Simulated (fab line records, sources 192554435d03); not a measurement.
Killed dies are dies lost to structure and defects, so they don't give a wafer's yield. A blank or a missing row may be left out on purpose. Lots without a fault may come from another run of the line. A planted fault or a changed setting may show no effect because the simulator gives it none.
Problem report in the 8D (eight disciplines) form, filled by code | flow n5_finfet | the parts of the form that need people (team, actions taken, sign-off) are left out

1. THE PROBLEM
spin_speed_rpm at N5_FIN_CUT_COAT_18 reads a mean of 1819.6 rpm on 6 wafers of 2 lots; wafers without a fault read 1500.2 rpm with a standard deviation of 0.96. That is +99 or more standard deviations from the usual mean.
The step: time 60 s, resist thk 230 nm.
First seen on wafer L884.3, day 5 05:26, on litho_track-03. The record holds 12 wafers of 4 lots with a number at this step. Rule for "out", or "out of limits": more than 4 standard deviations from the usual mean. The other wafers with a number count as sound.

2. WHAT IT IS AND WHAT IT IS NOT
question                    | is                     | is not
which readings at this step | spin_speed_rpm         | -
which lots                  | L884, L885             | L873, L889
which wafers of those lots  | all that have a number | -
read on which tools         | litho_track-03         | litho_track-04
when                        | from day 5 05:26       | up to then (3 sound wafers); but 3 sound wafers of L889 came after

3. SUSPECTS, AND WHAT RULES EACH OUT
Counting: a tool at a process step up to the reading stays a suspect if it ran every lot that is out and no sound lot after the first of them.
- litho_track-03 at N5_FIN_CUT_COAT_18 (time 60 s, resist thk 230 nm): kept. It ran every lot that is out, first L884 (day 5 05:26), and no sound lot after that; its last sound lot up to then is L873 (day 2 08:17). Its own readings are out on those wafers: spin_speed_rpm.
Left after counting: litho_track-03 at N5_FIN_CUT_COAT_18.

4. THE CAUSE (what the simulator had put in)
Process parameter drift: litho_track-03, from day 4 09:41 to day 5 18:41, at N5_FIN_CUT_COAT_18. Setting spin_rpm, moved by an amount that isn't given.
Counting left only this tool.

5. THE CHAIN OF EFFECTS, in route order
Each row: a reading whose mean over the struck wafers that have a number lies more than 3 standard deviations from the usual. Only readings for which the record gives a usual standard deviation are gone through. hours: the time from each lot's start at the first step in this table that gives one to its start at this step, as a median over the lots. sigmas: the change in usual standard deviations.
hours | step               | reading        | usual      | on struck wafers | change | sigmas
0     | N5_FIN_CUT_COAT_18 | spin_speed_rpm | 1500.2 rpm | 1819.6           | +319.4 | +99 or more
The process steps in it:
- N5_FIN_CUT_COAT_18: time 60 s, resist thk 230 nm.
Later measuring or inspecting steps at which every struck wafer that the step has a row for has a number for every such reading, and none has moved that far: N5_BEOL_M4_RC_MEAS_101.

6. WHAT WOULD HAVE CAUGHT IT SOONER
In this record the first reading out of limits was taken at day 5 05:26, 20 hours after the fault began at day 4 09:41.
